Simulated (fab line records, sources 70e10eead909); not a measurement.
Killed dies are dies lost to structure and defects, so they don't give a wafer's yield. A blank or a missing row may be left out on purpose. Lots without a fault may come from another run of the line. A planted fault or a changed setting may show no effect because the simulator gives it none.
Chamber matching | flow nand_harc | NHARC_A_CONTACT_DESCUM_74 on rie_diel-01: 4 sister chambers
The step chemistry O2, time 3 s. 8 wafers are shown with their chamber, then 9 later ones without.

WAFERS WITH THEIR CHAMBER
wafer  | chamber | drypump_motor_current_A (A) | showerhead_plenum_p_Torr (Torr)
L081.1 | 2       | 6.13                        | 1.81
L081.3 | 0       | 5.50                        | 1.85
L081.2 | 1       | 6.08                        | 1.86
L081.4 | 3       | 5.69                        | 1.83
L081.6 | 0       | 5.47                        | 1.85
L083.1 | 2       | 6.11                        | 1.81
L083.2 | 1       | 6.07                        | 1.86
L083.4 | 3       | 5.69                        | 1.82

WAFERS WITHOUT THEIR CHAMBER
wafer  | drypump_motor_current_A (A) | showerhead_plenum_p_Torr (Torr)
L082.2 | 6.06                        | 1.86
L082.4 | 6.11                        | 1.81
L082.5 | 6.07                        | 1.86
L088.3 | 5.47                        | 1.84
L088.5 | 6.09                        | 1.85
L088.6 | 5.46                        | 1.84
L095.1 | 5.44                        | 1.84
L095.3 | 6.09                        | 1.79
L095.6 | 5.66                        | 1.81

WHICH CHAMBER EACH WENT THROUGH
wafer  | from the rows above | in truth
L082.2 | 1                   | 1
L082.4 | 2                   | 2
L082.5 | 1                   | 1
L088.3 | 0                   | 0
L088.5 | 1                   | 1
L088.6 | 0                   | 0
L095.1 | 0                   | 0
L095.3 | 2                   | 2
L095.6 | 3                   | 3
Placed correctly: 9 of 9. Can't be placed from these rows: 0. Placed wrongly: 0.
How it was worked out, from the rows above alone: a wafer's distance from a chamber is the root of the sum, over the readings, of the square of ((its reading less the chamber's mean) divided by the reading's scatter). The wafer belongs to the nearest chamber; if the next one is less than 2 further off, it can't be placed. A chamber's mean is the mean of its shown wafers. The scatter: the root of (the sum of the squares of (reading less its chamber's mean) over the shown wafers, divided by (wafers less chambers)).
